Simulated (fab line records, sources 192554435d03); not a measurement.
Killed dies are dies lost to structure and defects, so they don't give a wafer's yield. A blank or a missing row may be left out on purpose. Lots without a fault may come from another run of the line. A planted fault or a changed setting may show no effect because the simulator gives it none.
fab line records | flow n5_finfet
record lots=8 wafers=24 last_day=18
route steps=1938 shown BEOL_M3@969 BEOL_M4@1111
lots that met no fault: from a run of the same line without faults
start_h: hours from the record's first day to the start of the lot's first wafer shown | wait_h: hours since the lot's step before | " the same as in the row above | L1.1+2: a row that stands for several wafers | - no value, or no start given | * or withheld: withheld | < > ~ a bound
route shown NAME@n: a module of which the file shows steps, and the number in the route of the first | usual: mean/standard deviation of fault-free wafers | same: alike in all rows | chamber/n: place in a boat | sites: the reading at each site | _std_site: their standard deviation | _edge_site: outer sites' mean less inner sites' | radius_mm: how far each site lies from the wafer's centre | mask NAME#n: copy n | behind: the tool/chamber that last shaped the wafer | hold: why the lot was held/for how many hours/how that ended | device: the transistor (n, p or np) that didn't switch | end of line: the same wafers' tests at the end of the route | a step without rows: its recipe alone | killed: dies lost to structure and defects at the first sort, not the wafer's yield | map: a wafer's dies, x killed, . not, _ none there
set.NAME: the setting as run; set.NAME@STEP: as run at that earlier step | model.NAME: the simulator's own value behind a step, which no gauge read
steps of the route over a sample of lots; a table a step, a row a wafer
services: from which hour (start_h, from the record's first day; less than 0 if before it) a tool's chamber was out of use, for how many hours, and why
## steps
# step N5_BEOL_M3_DESCUM_33
# recipe chemistry=O2 time_s=7 source_power_w=50 bias_power_w=20 pressure_mtorr=20 rf_frequency_hz=2.712e+07 temp_c=40 resist=CAR-EUV o2_flow_sccm=225
# usual drypump_motor_current_A=5.8/0.49 oes_product_au=0.79/0.084 rf_vpp_V=242.4/1.1 showerhead_plenum_p_Torr=2.04/0.055 throttle_valve_pct=20.45/0.26
# same time_s=7
# columns lot.wafer tool chamber start_h wait_h drypump_motor_current_A oes_product_au rf_hours_counter_h rf_vpp_V showerhead_plenum_p_Torr throttle_valve_pct
L132.1 rie_diel-06 1 163.11 0.0 5.3 0.72 203 242.0 1.97 20.13
L132.4 " 2 " " 5.8 0.74 176 243.0 2.10 20.82
L132.6 " 3 " " 5.0 0.75 - 241.7 1.99 20.41
L133.3 rie_diel-03 0 164.80 0.1 6.0 0.93 24 244.1 2.16 20.63
L133.5 " 3 " " 5.0 0.72 - 240.4 1.98 20.43
L133.6 " 2 " " 5.6 0.72 - 244.3 2.08 20.84
L140.1 rie_diel-06 2 219.58 0.0 5.8 0.72 190 242.1 2.10 20.85
L140.3 " 0 " " 6.2 0.84 60 244.0 2.03 20.10
L140.5 " 3 " " 5.0 0.75 - 242.2 1.98 20.44
L141.1 rie_diel-03 0 222.74 0.0 6.0 0.90 40 244.2 2.16 20.65
L141.2 " 1 " " 5.7 0.67 245 243.3 2.04 20.86
L141.3 " 2 " " 5.6 0.71 203 243.4 2.08 20.87
L149.1 rie_diel-01 2 264.82 0.7 6.0 0.86 39 241.4 2.06 20.59
L149.2 " 0 " " 6.1 0.87 45 242.0 2.06 20.53
L149.4 " 3 " " 6.7 0.72 184 243.0 2.09 20.54
L150.2 rie_diel-01 2 265.31 0.2 6.0 0.87 39 241.5 2.06 20.60
L150.3 " 1 " " 5.9 0.83 93 242.1 2.00 20.13
L150.4 " 0 " " 6.1 0.87 45 242.1 2.06 20.51
L151.3 rie_diel-01 0 289.37 2.8 6.1 0.86 54 242.4 2.06 20.55
L151.5 " 3 " " 6.7 0.71 - 243.3 2.09 20.54
L151.6 " 0 " " 6.1 0.85 - 241.9 2.06 20.53
L152.1 rie_diel-03 0 290.98 2.6 6.0 0.86 58 244.7 2.15 20.69
L152.4 " 3 " " 5.0 0.70 235 241.2 1.97 20.48
L152.5 " 3 " " 5.1 0.69 - 240.3 1.97 20.49
# step N5_BEOL_M3_ETCHBACK_99
# recipe chemistry=CHF3 target=SiO2 target_depth_a=50 time_s=10.4 source_w=215 bias_w=47 Ar_flow_sccm=200 CHF3_flow_sccm=12 ion_energy_ev=100 pressure_mtorr=30
# usual drypump_motor_current_A=5.7/0.48 oes_product_au=0.78/0.079 rf_vpp_V=239/4.2 showerhead_plenum_p_Torr=2.10/0.039 throttle_valve_pct=17.12/0.21
# same time_s=10.4
# columns lot.wafer tool chamber start_h wait_h drypump_motor_current_A oes_product_au rf_hours_counter_h rf_vpp_V showerhead_plenum_p_Torr throttle_valve_pct
L132.1 rie_diel-06 0 164.46 1.2 6.2 0.87 44 234 2.11 16.83
L132.4 " 3 " " 5.0 0.75 167 244 2.05 17.14
L132.6 " 2 " " 5.8 0.74 - 236 2.14 17.31
L133.3 rie_diel-06 1 165.10 0.1 5.3 0.72 203 239 2.07 17.05
L133.5 " 3 " " 5.0 0.75 - 244 2.05 17.17
L133.6 " 2 " " 5.8 0.74 - 236 2.14 17.29
L140.1 rie_diel-06 0 219.84 0.1 6.2 0.85 60 234 2.10 16.86
L140.3 " 2 " " 5.8 0.73 190 236 2.13 17.33
L140.5 " 2 " " 5.8 0.73 - 236 2.13 17.32
L141.1 rie_diel-06 0 234.32 11.4 6.2 0.84 65 234 2.10 16.87
L141.2 " 2 " " 5.8 0.74 195 235 2.13 17.32
L141.3 " 3 " " 5.0 0.73 188 244 2.05 17.19
L149.1 rie_diel-01 2 270.56 5.6 6.0 0.87 40 242 2.10 17.07
L149.2 " 0 " " 6.1 0.87 46 233 2.09 16.94
L149.4 " 3 " " 6.7 0.73 185 236 2.14 17.11
L150.2 rie_diel-03 0 274.79 9.3 6.0 0.85 54 245 2.16 16.97
L150.3 " 3 " " 5.0 0.69 232 244 2.04 17.26
L150.4 " 1 " " 5.7 0.95 - 243 2.10 17.15
L151.3 rie_diel-03 1 289.94 0.1 5.6 0.95 6 244 2.10 17.16
L151.5 " 0 " " 6.0 0.86 - 244 2.16 16.98
L151.6 " 3 " " 5.0 0.69 - 244 2.04 17.26
L152.1 rie_diel-01 0 300.13 9.0 6.1 0.86 58 232 2.09 17.00
L152.4 " 3 " " 6.6 0.71 198 236 2.14 17.13
L152.5 " 0 " " 6.1 0.85 - 233 2.09 16.98
# step N5_BEOL_M3_TRENCH_ETCH_37
# recipe chemistry=C4F6/O2 target_depth_a=555.55 target=SiOC time_s=29.2 ion_energy_ev=250 pressure_mtorr=30 source_w=355 bias_w=185 Ar_flow_sccm=300 C4F6_flow_sccm=10 O2_flow_sccm=10
# usual C4F6_flow_sccm=10.00/0.031 O2_flow_sccm=10.001/0.028 drypump_motor_current_A=5.7/0.48 oes_f_703_au=0.79/0.08 oes_o_777_au=0.78/0.081 oes_product_au=0.78/0.08 rf_fwd_power_W=349.7/1.9 rf_vpp_V=660/12 showerhead_plenum_p_Torr=2.78/0.051 throttle_valve_pct=20.91/0.2
# same time_s=29.2
# columns lot.wafer tool chamber start_h wait_h C4F6_flow_sccm O2_flow_sccm drypump_motor_current_A oes_f_703_au oes_o_777_au oes_product_au rf_fwd_power_W rf_hours_counter_h rf_vpp_V showerhead_plenum_p_Torr throttle_valve_pct
L132.1 rie_diel-06 0 164.69 - 9.99 9.984 6.2 0.87 0.87 0.88 348.2 44 647 2.79 20.64
L132.4 " 3 " " 10.09 9.954 5.0 0.74 0.74 0.75 349.9 168 671 2.72 20.90
L132.6 " 2 " " 9.98 9.951 5.8 0.76 0.78 0.75 349.6 - 652 2.83 21.10
L133.3 rie_diel-06 1 165.34 - 10.02 10.020 5.3 0.71 0.71 0.72 348.2 203 660 2.74 20.83
L133.5 " 3 " " 10.00 10.053 5.0 0.74 0.74 0.74 348.8 - 671 2.72 20.91
L133.6 " 2 " " 10.00 10.005 5.8 0.76 0.76 0.74 347.4 - 652 2.83 21.10
L140.1 rie_diel-06 0 220.07 - 10.01 9.987 6.2 0.56 0.58 0.68 137.3 60 780 2.79 20.64
L140.3 " 2 " " 9.99 10.008 5.8 0.75 0.76 0.73 346.0 190 652 2.82 21.11
L140.5 " 2 " " 9.97 9.968 5.8 0.75 0.75 0.73 346.4 - 653 2.82 21.09
L141.1 rie_diel-06 0 234.56 - 9.96 10.037 6.2 0.55 0.57 0.69 136.2 65 779 2.78 20.63
L141.2 " 2 " " 9.98 10.004 5.8 0.75 0.75 0.73 346.4 195 652 2.82 21.10
L141.3 " 3 " " 9.96 10.028 5.0 0.72 0.72 0.73 351.3 188 671 2.71 20.94
L149.1 rie_diel-01 2 270.79 - 10.00 10.043 6.0 0.89 0.91 0.88 351.2 40 668 2.78 20.93
L149.2 " 0 " " 9.97 9.950 6.1 0.87 0.88 0.86 349.7 46 646 2.77 20.74
L149.4 " 3 " " 9.96 10.010 6.7 0.75 0.76 0.72 353.3 185 654 2.83 20.87
L150.2 rie_diel-03 0 275.03 - 9.99 9.993 6.0 0.84 0.86 0.86 349.5 54 677 2.86 20.77
L150.3 " 3 " " 9.97 10.004 5.0 0.69 0.68 0.69 351.7 232 675 2.70 20.99
L150.4 " 1 " " 9.94 10.006 5.7 0.95 0.94 0.95 350.7 - 675 2.78 20.99
L151.3 rie_diel-03 1 290.18 - 10.00 9.984 5.7 0.93 0.92 0.93 351.6 6 674 2.78 20.98
L151.5 " 0 " " 9.97 9.965 6.0 0.83 0.85 0.86 347.1 - 677 2.86 20.78
L151.6 " 3 " " 9.98 9.963 5.0 0.68 0.68 0.69 352.8 - 673 2.70 20.98
L152.1 rie_diel-01 0 300.37 - 9.99 10.015 6.1 0.86 0.87 0.85 349.6 58 645 2.77 20.79
L152.4 " 3 " " 9.98 10.004 6.7 0.75 0.75 0.72 349.9 198 651 2.82 20.89
L152.5 " 0 " " 10.02 10.000 6.1 0.86 0.86 0.85 348.9 - 645 2.77 20.77
# step N5_BEOL_M3_OCD_MEAS_38
# usual trench_depth_nm=55.5/0.96
# columns lot.wafer tool chamber start_h wait_h trench_depth_nm
L132.1 ocd-02 - 164.85 - 55.8
L132.4 " - " " 56.4
L132.6 " - " " 57.0
L133.3 ocd-01 - 165.50 - 54.5
L133.5 " - " " 55.4
L133.6 " - " " 56.2
L140.1 ocd-02 - 220.23 - 37.7
L140.3 " - " " 55.8
L140.5 " - " " 56.0
L141.1 ocd-01 - 234.71 - 38.2
L141.2 " - " " 57.2
L141.3 " - " " 55.9
L149.1 ocd-01 - 270.95 - 57.4
L149.2 " - " " 56.1
L149.4 " - " " 56.0
L150.2 ocd-01 - 275.18 - 55.2
L150.3 " - " " 54.7
L150.4 " - " " 55.3
L151.3 ocd-01 - 290.33 - 54.5
L151.5 " - " " 56.2
L151.6 " - " " 54.8
L152.1 ocd-02 - 300.52 - 56.7
L152.4 " - " " 56.5
L152.5 " - " " 56.7
# step N5_BEOL_M3_CD_MEAS_35
# recipe target_cd_nm=18 target_cd_y_nm=21 polarity=opening
# usual cd_nm=18.1/0.32
# columns lot.wafer tool chamber start_h wait_h cd_nm
L132.1 cd_sem-01 - 165.00 0.0 18.0
L132.4 " - " " 18.1
L132.6 " - " " 18.1
L133.3 cd_sem-03 - 165.65 0.0 17.8
L133.5 " - " " 17.5
L133.6 " - " " 17.7
L140.1 cd_sem-02 - 220.38 0.0 18.0
L140.3 " - " " 17.9
L140.5 " - " " 18.2
L141.1 cd_sem-03 - 234.88 0.0 18.2
L141.2 " - " " 18.4
L141.3 " - " " 18.1
L149.1 cd_sem-03 - 271.10 0.0 18.7
L149.2 " - " " 17.9
L149.4 " - " " 17.8
L150.2 cd_sem-02 - 275.33 0.0 18.0
L150.3 " - " " 18.3
L150.4 " - " " 18.1
L151.3 cd_sem-02 - 290.49 0.0 18.2
L151.5 " - " " 18.6
L151.6 " - " " 18.0
L152.1 cd_sem-01 - 300.67 0.0 18.2
L152.4 " - " " 18.0
L152.5 " - " " 18.4
# step N5_BEOL_M4_RC_MEAS_101
# usual DIBL_N=35.8/1.8 DIBL_P=35.9/2.2 IOFF_N=0.16/0.035 IOFF_P=0.21/0.04 ION_N=672/11 ION_P=461/7.4 SS_N=71.4/0.64 SS_P=73.2/0.67 VT_N=250/3.5 VT_P=-251/3.4
# columns lot.wafer tool chamber start_h wait_h DIBL_N[mV/V] DIBL_P[mV/V] IOFF_N[nA/um] IOFF_P[nA/um] ION_N[uA/um] ION_P[uA/um] SS_N[mV/dec] SS_P[mV/dec] VT_N[mV] VT_P[mV]
L132.1 prober-02 0 183.44 0.0 36.6 36.8 0.18 0.25 683 471 72.0 73.6 245 -246
L132.4 " 0 " " 32.9 32.4 0.12 0.18 659 458 70.8 72.4 255 -251
L132.6 " 0 " " 34.7 33.6 0.14 0.18 665 454 71.4 72.8 249 -250
L133.3 prober-02 0 188.64 0.3 37.6 39.3 0.21 0.27 679 467 72.1 73.9 247 -246
L133.5 " 0 " " 34.5 35.6 0.15 0.21 670 459 71.0 72.9 250 -247
L133.6 " 0 " " 35.5 37.1 0.17 0.24 676 473 71.4 73.0 251 -248
L140.1 prober-02 0 238.77 0.0 35.6 35.6 0.14 0.18 674 455 71.6 73.2 249 -251
L140.3 " 0 " " 38.5 39.2 0.19 0.24 682 459 72.2 73.4 249 -249
L140.5 " 0 " " 37.0 37.5 0.18 0.21 685 465 72.7 73.6 249 -250
L141.1 prober-02 0 251.04 0.0 39.1 39.8 0.23 0.27 690 472 72.2 73.6 244 -248
L141.2 " 0 " " 34.3 33.5 0.12 0.17 665 457 70.7 73.1 254 -252
L141.3 " 0 " " 34.8 35.5 0.14 0.20 667 463 70.3 72.8 252 -248
L149.1 prober-02 0 282.56 0.0 35.1 36.4 0.15 0.23 668 461 71.7 73.3 248 -248
L149.2 " 0 " " 36.7 38.3 0.19 0.26 679 472 72.2 72.9 246 -245
L149.4 " 0 " " 34.3 35.3 0.14 0.21 669 466 71.8 72.9 252 -248
L150.2 prober-01 0 287.94 0.2 37.1 37.8 0.17 0.21 679 458 72.1 74.1 246 -251
L150.3 " 0 " " 36.5 36.8 0.15 0.20 674 468 71.4 73.9 251 -255
L150.4 " 0 " " 33.7 32.5 0.11 0.15 660 454 70.9 72.8 255 -255
L151.3 prober-02 0 309.15 0.3 35.9 34.6 0.14 0.20 676 467 70.8 73.0 249 -252
L151.5 " 0 " " 35.5 34.3 0.14 0.20 683 466 71.0 72.3 249 -251
L151.6 " 0 " " 35.3 33.3 0.12 0.19 669 464 70.5 72.7 254 -252
L152.1 prober-02 0 311.74 0.0 34.4 33.0 0.11 0.17 659 459 70.6 72.5 255 -251
L152.4 " 0 " " 35.2 34.1 0.12 0.18 658 459 71.7 72.9 255 -253
L152.5 " 0 " " 32.4 30.8 0.09 0.14 653 453 70.3 71.6 257 -255
## services
# columns tool chamber start_h hours kind
rie_diel-01 2 143.72 - clean
rie_diel-01 2 143.72 - consumable_replace:focus_ring
rie_diel-01 2 143.72 12.9 scheduled_down
rie_diel-01 2 143.72 12.9 vent_cycle
rie_diel-01 3 161.64 11.6 repair
rie_diel-03 3 167.69 6.6 repair
rie_diel-06 - 193.26 2.8 pm
rie_diel-06 1 217.57 10.0 repair
rie_diel-03 3 222.21 10.9 repair
rie_diel-03 1 238.81 - clean
rie_diel-03 1 238.81 - consumable_replace:focus_ring
rie_diel-03 1 238.81 25.4 scheduled_down
rie_diel-03 1 238.81 25.4 vent_cycle
rie_diel-03 - 252.59 14.6 pm
rie_diel-03 2 270.09 9.5 repair
rie_diel-06 - 278.78 15.6 pm
## key
first_sign step=N5_BEOL_M3_TRENCH_ETCH_37 reading=rf_fwd_power_W direction=down sigmas=99+ usual=* struck=*
effect step=N5_BEOL_M3_TRENCH_ETCH_37 reading=rf_vpp_V direction=up sigmas=10 usual=660 struck=780
effect step=N5_BEOL_M3_OCD_MEAS_38 reading=trench_depth_nm direction=down sigmas=18 usual=55.5 struck=38.0
met_at N5_BEOL_M3_TRENCH_ETCH_37
struck_lots L140,L141
struck_wafers L140.1,L141.1
not_acting_at N5_BEOL_M3_DESCUM_33,N5_BEOL_M3_ETCHBACK_99,N5_BEOL_M3_CD_MEAS_35
onset_between 164.69 220.07
fault kind=process_parameter_drift tool=rie_diel-06 chamber=0 onset_h=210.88 steps=N5_BEOL_M3_TRENCH_ETCH_37 channel=source_w offset=-213 shape=step end_h=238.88 acts_in=these_recipes_only stated=355
